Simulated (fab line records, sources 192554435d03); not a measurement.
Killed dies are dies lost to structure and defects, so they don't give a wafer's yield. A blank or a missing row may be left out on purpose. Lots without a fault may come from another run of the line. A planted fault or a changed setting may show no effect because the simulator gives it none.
Chamber matching | flow n5_finfet | N5_MOL_CONTACT_COAG_ALD_20 on ald_metal-03: 4 sister chambers
The step deposits TiN, target thk 1.5 nm, pulse time 1 s, purge time 3 s. 4 wafers are shown with their chamber, then 12 later ones without.

WAFERS WITH THEIR CHAMBER
wafer  | chamber | heater_power_w (W)
L085.4 | 1       | 947
L088.4 | 2       | 790
L088.5 | 3       | 845
L088.6 | 0       | 932

WAFERS WITHOUT THEIR CHAMBER
wafer  | heater_power_w (W)
L089.1 | 926
L089.3 | 848
L089.4 | 936
L091.1 | 945
L091.2 | 915
L091.3 | 766
L094.1 | 776
L094.2 | 962
L094.6 | 790
L097.4 | 901
L097.5 | 963
L097.6 | 911

WHICH CHAMBER EACH WENT THROUGH
wafer  | from the rows above          | in truth
L089.1 | can't be placed: 0 or 1      | 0
L089.3 | 3                            | 3
L089.4 | can't be placed: 0 or 1      | 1
L091.1 | can't be placed: 1 or 0      | 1
L091.2 | can't be placed: 0 or 1      | 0
L091.3 | 2                            | 2
L094.1 | 2                            | 2
L094.2 | can't be placed: 1 or 0      | 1
L094.6 | 2                            | 2
L097.4 | can't be placed: 0 or 1 or 3 | 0
L097.5 | can't be placed: 1 or 0      | 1
L097.6 | can't be placed: 0 or 1      | 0
Placed correctly: 4 of 12. Can't be placed from these rows: 8 (the true chamber is among the candidates in 8). Placed wrongly: 0.
How it was worked out, from the rows above alone: a wafer's distance from a chamber is the root of the sum, over the readings, of the square of ((its reading less the chamber's mean) divided by the reading's scatter). The wafer belongs to the nearest chamber; if the next one is less than 2 further off, it can't be placed. A chamber's mean is the mean of its shown wafers. The scatter: with one shown wafer a chamber, the root of the mean of the squares of how far each hidden wafer lies from its nearest shown one.
